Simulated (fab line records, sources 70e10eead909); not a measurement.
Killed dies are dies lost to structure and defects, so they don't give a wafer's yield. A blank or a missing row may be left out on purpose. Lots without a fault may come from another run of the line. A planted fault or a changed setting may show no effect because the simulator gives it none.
A struck lot beside a sound one | flow nand_harc | 13 steps out of a route of 1302
Sound: wafers L429.2, L429.3, L429.6. Struck: wafer L432.6. (L432.4 of the same lot was not struck and is left out.) The cause comes at the end.
At each step with rows: each side's tool, then ch and its chambers, then its first start. Under that, the readings that differ: sound wafers | struck wafers | difference of the means | sigmas: that difference in standard deviations of wafers without a fault.
alike: readings whose means differ by less than 2 such deviations, and words and numbers that are the same on both sides. not compared: withheld readings, readings that some wafer has no value for, bounds like >300 that may hide the same value, and numbers for which the record gives no deviation and whose values overlap.
The two part at a step that has a row with sigmas, a row that says differs or no value, or rows on one side only. Numbers that don't overlap but have no deviation are shown without sigmas and don't part them. A reading that every wafer of one side lacks parts them only if that side has two wafers or more.

first, 1 step without rows for these wafers: NHARC_A_SLIT_SRD_20.
NHARC_A_SLIT_CD_MEAS_21:
  sound on cd_sem-01, day 22 02:20; struck on cd_sem-03, day 23 20:30
  alike: cd_nm
then, 3 steps without rows for these wafers: NHARC_A_SIN_REMOVE_WET_00 (chemistry H3PO4, time 15300 s); NHARC_A_SIN_REMOVE_PRECLEAN_01 (cleans in SC1); NHARC_A_SIN_REMOVE_SRD_02.
NHARC_A_SIN_REMOVE_INSPECT_04:
  sound on defect_inspect-01, day 22 08:20; struck on defect_inspect-02, day 24 03:02
  alike: raw_defect_count
NHARC_A_WL_FILL_ALD_00: deposits Al2O3, target thk 3 nm, pulse time 3 s, ald cycles 30.
  sound on ald_hk-04 ch 0,1, day 22 08:24; struck on ald_hk-03 ch 0, day 24 03:05
  alike: heater_power_outer_w, heater_power_w, precursor_pulse_height_rel
NHARC_A_WL_FILL_RTA_01: time 5 s.
  sound on rtp_anneal-02 ch 0, day 22 08:42; struck on rtp_anneal-02 ch 0, day 24 03:26
  alike: lamp_power_pct, lamp_zone_4_pct, wafer_temp_C_max
NHARC_A_WL_FILL_ALD_02: deposits TiN, target thk 2 nm, pulse time 3 s, ald cycles 100.
  sound on ald_metal-03 ch 0,2,3, day 22 08:55; struck on ald_metal-03 ch 1, day 24 03:34
  reading                  | sound       | struck | difference | sigmas
  heater_power_outer_w (W) | 645 662 609 | 830    | +191       | +2
  alike: heater_power_w, precursor_pulse_height_rel
NHARC_A_WL_FILL_CVD_03: deposits W, target thk 40 nm, time 279 s.
  sound on cvd_w-01 ch 0,1, day 22 09:19; struck on cvd_w-02 ch 1, day 24 04:07
  alike: heater_power_outer_w, heater_power_w, throttle_valve_pct
NHARC_A_WL_FILL_ETCHBACK_04: etches the open film in NF3, target depth 60 nm, time 120 s.
  sound on rie_metal-03 ch 1, day 22 09:47; struck on rie_metal-03 ch 0, day 24 04:29
  reading          | sound             | struck | difference | sigmas
  run_length_s (s) | 141.2 141.0 141.4 | 132.7  | -8.5       | -26
  alike: drypump_motor_current_A, oes_product_au
  not compared: rf_hours_counter_h
NHARC_A_WL_FILL_ETCHBACK_05: etches the open film in Cl2/BCl3, target depth 22 nm, time 60 s.
  sound on rie_metal-03 ch 1, day 22 10:11; struck on rie_metal-03 ch 1, day 24 04:39
  alike: drypump_motor_current_A, oes_product_au, run_length_s, temp_c
  not compared: rf_hours_counter_h
-- the record jumps here: 4 days lie between the struck wafers' starts before and after (it left off in module A_WL_FILL and takes up again in module END, whose first step shown is number 1302 of the route) --
NHARC_END_SORT_01:
  the record has rows for the struck wafers here (prober-01 ch 0, day 28 09:22) and none for the sound ones

WHERE THEY PART
First at NHARC_A_WL_FILL_ALD_02; last, within this record, at NHARC_END_SORT_01.

WHY: what the simulator had put in
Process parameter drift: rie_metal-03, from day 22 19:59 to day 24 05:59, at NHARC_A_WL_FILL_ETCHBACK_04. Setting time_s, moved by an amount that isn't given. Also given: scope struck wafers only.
